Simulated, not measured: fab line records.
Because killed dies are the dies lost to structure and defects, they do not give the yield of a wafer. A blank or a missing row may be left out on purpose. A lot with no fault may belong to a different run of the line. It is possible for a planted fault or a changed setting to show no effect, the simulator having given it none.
Which of the tools did it?	flow nand harc	Sampling: 23 lots, 69 wafers, 5 of 1302 route steps

## WHAT THE GAUGES READ, wafer by wafer
NHARC_P_M0_THK_MEAS_24: measures by xrf. Usual: 117.7 nm for thk nm, sd 1.7.
lot	measured	on	thk nm (nm)	flag
L074	day 6 03:40	film metro-01	117.1 118.6 118.6	
L075	day 6 18:56	film metro-02	115.9 119.7 118.4	
L076	day 6 19:24	film metro-01	116.5 120.7 119.8	
L077	day 7 10:15	film metro-01	115.7 116.2 116.4	
L078	day 7 17:26	film metro-01	116.4 120.2 120.2	
L079	day 8 09:41	film metro-01	115.7 115.3 117.5	
L080	day 8 19:40	film metro-02	120.7 119.5 119.7	
L081	day 9 07:42	film metro-01	117.2 117.4 118.6	
L082	day 9 20:40	film metro-02	119.2 116.3 115.9	
L083	day 10 03:56	film metro-01	117.3 120.3 117.7	
L086	day 11 02:28	film metro-02	119.9 115.0 119.8	
L085	day 11 02:55	film metro-02	119.5 117.0 119.5	
L087	day 11 14:11	film metro-01	119.2 116.2 121.4	
L088	day 12 06:21	film metro-02	116.4 117.2 116.2	
L089	day 12 17:03	film metro-01	116.3 118.3 116.2	
L090	day 12 20:19	film metro-01	117.0 114.9 115.6	
L091	day 13 09:29	film metro-01	114.5 115.7 119.3	
L092	day 13 18:35	film metro-01	118.7 116.0 118.3	
L093	day 13 19:07	film metro-01	116.6 119.1 121.0	
L094	day 14 08:59	film metro-01	116.3 117.6 114.7	
L095	day 14 19:34	film metro-02	116.6 117.9 119.3	
L096	day 15 04:14	film metro-01	118.9 118.8 116.0	
L097	day 15 19:20	film metro-02	117.1 115.8 117.0	

## EACH LOT AND THE TOOL THAT RAN IT (in order: tool; ch and the chambers of the sampled wafers; start)
lot	NHARC_P_GATE_STRIP_108	NHARC_P_CONTACT_CMP_01	NHARC_P_CONTACT_DESCUM_17	NHARC_P_CONTACT_STRIP_28
L074	rie diel-07 ch 0,1,2, day 5 01:05	cmp-01 ch 0,1,3, day 5 20:14	rie diel-09 ch 0,1, day 5 21:11	rie diel-03 ch 2,3, day 5 22:08
L075	rie diel-07 ch 0,2,3, day 5 14:16	cmp-02 ch 0,1,2, day 6 10:56	rie diel-02 ch 1,2, day 6 12:21	rie diel-03 ch 1,3, day 6 13:27
L076	rie diel-12 ch 0,1,2, day 5 14:26	cmp-02 ch 1,2,3, day 6 11:46	rie diel-09 ch 0,1,3, day 6 12:46	rie diel-09 ch 0,1,2, day 6 13:42
L077	rie diel-07 ch 0,3, day 6 08:29	cmp-01 ch 0,1,3, day 7 02:52	rie diel-02 ch 0,1, day 7 03:50	rie diel-03 ch 0,2, day 7 04:47
L078	rie diel-07 ch 1,2,3, day 6 15:37	cmp-04 ch 0,1,2, day 7 09:56	rie diel-02 ch 0,2,3, day 7 10:58	rie diel-09 ch 0,1,3, day 7 11:55
L079	rie diel-07 ch 0,1,3, day 7 04:43	cmp-02 ch 0,1,2, day 8 01:31	rie diel-03 ch 0,1,2, day 8 02:32	rie diel-09 ch 1,2,3, day 8 03:29
L080	rie diel-12 ch 2,3, day 7 17:46	cmp-02 ch 0,2,3, day 8 12:12	rie diel-09 ch 0,1, day 8 13:11	rie diel-02 ch 1,3, day 8 14:09
L081	rie diel-07 ch 0,1,2, day 8 05:42	cmp-02 ch 0,2,3, day 9 00:10	rie diel-03 ch 0,3, day 9 01:08	rie diel-02 ch 0,1,2, day 9 02:16
L082	rie diel-12 ch 0,3, day 8 18:50	cmp-02 ch 0,1,2, day 9 13:03	rie diel-03 ch 1,2, day 9 14:03	rie diel-02 ch 0,1,3, day 9 15:01
L083	rie diel-12 ch 1,2,3, day 9 02:19	cmp-02 ch 1,2,3, day 9 20:31	rie diel-09 ch 1,2, day 9 21:25	rie diel-02 ch 0,1,3, day 9 22:22
L086	rie diel-05 ch 1,2,3, day 10 00:55	cmp-01 ch 2,3, day 10 19:05	rie diel-03 ch 1,2,3, day 10 20:00	rie diel-03 ch 2,3, day 10 21:04
L085	rie diel-12 ch 0,1,2, day 10 01:03	cmp-04 ch 0,1,3, day 10 19:26	rie diel-02 ch 1,2, day 10 20:24	rie diel-03 ch 0,1,3, day 10 21:23
L087	rie diel-05 ch 0,2,3, day 10 12:13	cmp-01 ch 0,1,3, day 11 06:40	rie diel-09 ch 0,1,2, day 11 07:38	rie diel-03 ch 0,1,3, day 11 08:37
L088	rie diel-12 ch 0,1,2, day 11 04:17	cmp-01 ch 1,3, day 11 22:31	rie diel-02 ch 0,3, day 11 23:30	rie diel-09 ch 0,1,2, day 12 00:28
L089	rie diel-12 ch 1,2, day 11 15:11	cmp-04 ch 1,2, day 12 09:39	rie diel-03 ch 0,1,3, day 12 10:34	rie diel-03 ch 1,2,3, day 12 11:31
L090	rie diel-07 ch 0,1, day 11 18:20	cmp-01 ch 0,1, day 12 12:45	rie diel-03 ch 0,1,2, day 12 13:39	rie diel-09 ch 0,3, day 12 14:37
L091	rie diel-07 ch 0,1,2, day 12 07:02	cmp-04 ch 0,1,3, day 13 01:11	rie diel-09 ch 1,3, day 13 02:10	rie diel-03 ch 0,2, day 13 03:07
L092	rie diel-07 ch 1,3, day 12 16:46	cmp-01 ch 0,1,3, day 13 11:10	rie diel-09 ch 0,1,2, day 13 12:04	rie diel-09 ch 0,2, day 13 13:01
L093	rie diel-07 ch 0,3, day 12 17:13	cmp-04 ch 2,3, day 13 11:35	rie diel-03 ch 1,2,3, day 13 12:38	rie diel-02 ch 0,1,2, day 13 13:36
L094	rie diel-12 ch 0,1,3, day 13 07:03	cmp-04 ch 0,3, day 14 01:34	rie diel-02 ch 0,1,2, day 14 02:27	rie diel-03 ch 1,2, day 14 03:23
L095	rie diel-07 ch 0,3, day 13 17:23	cmp-04 ch 0,1,2, day 14 12:09	rie diel-02 ch 0,1,2, day 14 13:01	rie diel-03 ch 0,1,3, day 14 13:58
L096	rie diel-05 ch 1,2,3, day 14 02:17	cmp-01 ch 0,1,2, day 14 20:52	rie diel-03 ch 0,2,3, day 14 21:53	rie diel-02 ch 0,1,3, day 14 22:49
L097	rie diel-05 ch 1,3, day 14 16:59	cmp-04 ch 0,2, day 15 11:26	rie diel-03 ch 1,2,3, day 15 12:26	rie diel-09 ch 1,2,3, day 15 13:22
- NHARC_P_GATE_STRIP_108: strips in O2.
- NHARC_P_CONTACT_CMP_01: polishes SiO2, target thk 200 nm.
- NHARC_P_CONTACT_DESCUM_17: chemistry O2, time 3 s.
- NHARC_P_CONTACT_STRIP_28: strips in O2.

## AS READ BY THE TOOLS THEMSELVES (means over the sampled wafers that have a number; for cases with no such wafer, the mark the record gives instead)
NHARC_P_GATE_STRIP_108. Usual: drypump motor current A 5.7 A, standard deviation 0.66; oes product au 1.003 a.u., standard deviation 0.01; rf vpp V 57.9 V, standard deviation 0.84; showerhead plenum p Torr 3.57 Torr, standard deviation 0.13; throttle valve pct 17.037 %, standard deviation 0.0095.
lot	tool	drypump motor current A (A)	oes product au (a.u.)	rf vpp V (V)	showerhead plenum p Torr (Torr)	throttle valve pct (%)	flag
L074	rie diel-07	5.9	1.006	57.2	3.59	17.023	
L075	rie diel-07	6.4	0.997	57.4	3.59	17.038	
L076	rie diel-12	5.4	1.007	58.1	3.73	17.038	
L077	rie diel-07	6.6	0.990	57.6	3.50	17.026	
L078	rie diel-07	5.9	1.007	58.1	3.58	17.035	
L079	rie diel-07	6.1	1.003	57.8	3.49	17.049	
L080	rie diel-12	5.0	1.007	58.8	3.53	17.036	
L081	rie diel-07	5.9	1.004	57.7	3.58	17.041	
L082	rie diel-12	4.8	1.018	57.5	3.53	17.039	
L083	rie diel-12	5.4	1.012	58.0	3.61	17.027	
L086	rie diel-05	5.5	0.999	58.3	3.50	17.039	
L085	rie diel-12	5.4	1.005	58.6	3.73	17.032	
L087	rie diel-05	5.5	1.001	57.7	3.56	17.034	
L088	rie diel-12	5.5	0.998	57.6	3.72	17.025	
L089	rie diel-12	5.7	1.007	58.8	3.68	17.044	
L090	rie diel-07	5.6	0.994	58.3	3.49	17.036	
L091	rie diel-07	5.9	0.990	57.5	3.58	17.037	
L092	rie diel-07	5.6	1.000	57.3	3.48	17.038	
L093	rie diel-07	6.6	0.984	57.0	3.50	17.040	
L094	rie diel-12	5.1	1.006	58.0	3.61	17.039	
L095	rie diel-07	6.6	1.017	58.1	3.50	17.033	
L096	rie diel-05	5.5	1.006	58.2	3.49	17.035	
L097	rie diel-05	5.7	1.002	57.9	3.49	17.030	

NHARC_P_CONTACT_CMP_01. Usual: 12.0 A for motor current A, sd 1.1.
lot	tool	motor current A (A)	flag
L074	cmp-01	10.9	
L075	cmp-02	11.9	
L076	cmp-02	11.7	
L077	cmp-01	11.2	
L078	cmp-04	12.9	
L079	cmp-02	11.4	
L080	cmp-02	11.7	
L081	cmp-02	12.0	
L082	cmp-02	11.5	
L083	cmp-02	11.6	
L086	cmp-01	11.9	
L085	cmp-04	12.2	
L087	cmp-01	11.1	
L088	cmp-01	10.9	
L089	cmp-04	13.5	
L090	cmp-01	10.8	
L091	cmp-04	12.3	
L092	cmp-01	11.1	
L093	cmp-04	14.3	
L094	cmp-04	12.3	
L095	cmp-04	13.0	
L096	cmp-01	11.7	
L097	cmp-04	12.9	

NHARC_P_CONTACT_DESCUM_17. Usual: drypump motor current A 5.8 A, standard deviation 0.42; oes product au 1.000 a.u., standard deviation 0.0099; rf vpp V 57.6 V, standard deviation 0.81; showerhead plenum p Torr 1.89 Torr, standard deviation 0.071; throttle valve pct 11.311 %, standard deviation 0.0096.
lot	tool	drypump motor current A (A)	oes product au (a.u.)	rf vpp V (V)	showerhead plenum p Torr (Torr)	throttle valve pct (%)	flag
L074	rie diel-09	6.0	0.996	57.2	1.92	11.314	
L075	rie diel-02	5.7	1.000	57.3	1.91	11.317	
L076	rie diel-09	5.9	1.004	57.3	1.91	11.313	
L077	rie diel-02	5.5	0.999	56.8	1.84	11.312	
L078	rie diel-02	5.2	0.985	57.6	1.83	11.313	
L079	rie diel-03	5.8	1.002	57.2	1.88	11.310	
L080	rie diel-09	6.0	1.007	57.5	1.92	11.306	
L081	rie diel-03	5.7	0.997	58.4	1.90	11.308	
L082	rie diel-03	5.8	1.001	58.1	1.87	11.312	
L083	rie diel-09	6.4	1.007	58.3	1.88	11.314	
L086	rie diel-03	6.0	1.014	58.0	1.94	11.319	
L085	rie diel-02	5.7	0.995	58.3	1.91	11.305	
L087	rie diel-09	6.1	1.001	57.9	1.91	11.311	
L088	rie diel-02	5.0	1.001	57.0	1.84	11.314	
L089	rie diel-03	5.8	1.001	57.1	1.89	11.322	
L090	rie diel-03	5.8	1.007	58.4	1.88	11.312	
L091	rie diel-09	6.0	0.997	57.8	1.90	11.308	
L092	rie diel-09	6.1	1.009	57.7	1.91	11.311	
L093	rie diel-03	5.9	0.996	58.0	1.94	11.314	
L094	rie diel-02	5.5	0.989	57.4	1.85	11.306	
L095	rie diel-02	5.5	1.001	57.9	1.85	11.313	
L096	rie diel-03	5.9	0.995	57.1	1.95	11.310	
L097	rie diel-03	6.0	1.006	57.6	1.94	11.313	

NHARC_P_CONTACT_STRIP_28. Usual: drypump motor current A 5.8 A, standard deviation 0.41; oes product au 0.999 a.u., standard deviation 0.0095; rf vpp V 57.6 V, standard deviation 0.85; showerhead plenum p Torr 3.50 Torr, standard deviation 0.12; throttle valve pct 17.036 %, standard deviation 0.009.
lot	tool	drypump motor current A (A)	oes product au (a.u.)	rf vpp V (V)	showerhead plenum p Torr (Torr)	throttle valve pct (%)	flag
L074	rie diel-03	6.1	1.006	58.2	3.68	17.040	
L075	rie diel-03	6.0	0.993	57.8	3.59	17.037	
L076	rie diel-09	6.2	1.002	57.6	3.52	17.036	
L077	rie diel-03	5.8	1.005	57.8	3.49	17.035	
L078	rie diel-09	6.0	0.987	58.3	3.53	17.024	
L079	rie diel-09	6.2	1.002	57.0	3.48	17.031	
L080	rie diel-02	5.5	0.997	57.3	3.54	17.042	
L081	rie diel-02	5.5	0.998	58.2	3.42	17.040	
L082	rie diel-02	5.3	0.998	57.1	3.45	17.032	
L083	rie diel-02	5.4	0.995	56.7	3.45	17.033	
L086	rie diel-03	6.0	1.002	58.2	3.69	17.043	
L085	rie diel-03	5.8	1.006	57.4	3.49	17.034	
L087	rie diel-03	5.8	0.996	57.2	3.49	17.032	
L088	rie diel-09	6.2	1.006	57.7	3.52	17.031	
L089	rie diel-03	6.0	1.002	57.3	3.57	17.040	
L090	rie diel-09	5.9	0.989	58.1	3.56	17.028	
L091	rie diel-03	5.8	0.993	57.0	3.49	17.039	
L092	rie diel-09	6.4	1.013	57.6	3.51	17.035	
L093	rie diel-02	5.5	0.996	56.7	3.42	17.035	
L094	rie diel-03	5.8	1.007	56.8	3.46	17.044	
L095	rie diel-03	5.8	1.000	57.8	3.49	17.036	
L096	rie diel-02	5.3	0.993	57.5	3.45	17.041	
L097	rie diel-09	6.2	1.002	57.9	3.48	17.038	

## THE ANSWER, worked out from the rows above alone
Rule: take the mean of a lot's wafers that have a number; if it is more than 3 standard deviations from the usual mean, the lot is off. A lot without any number at a reading at which 4 lots or more have one is off too. Any other lot the step has rows for is counted as sound. First the gauges in route order, then the tools' own readings, where a lot's mean is used as printed above. The first step at which some lot is off is used, and at that step the reading that is off furthest; a lot without a number counts as furthest.
None of the lots is off at any reading shown; this tells nothing.

## WHAT WAS PUT IN BY THE SIMULATOR
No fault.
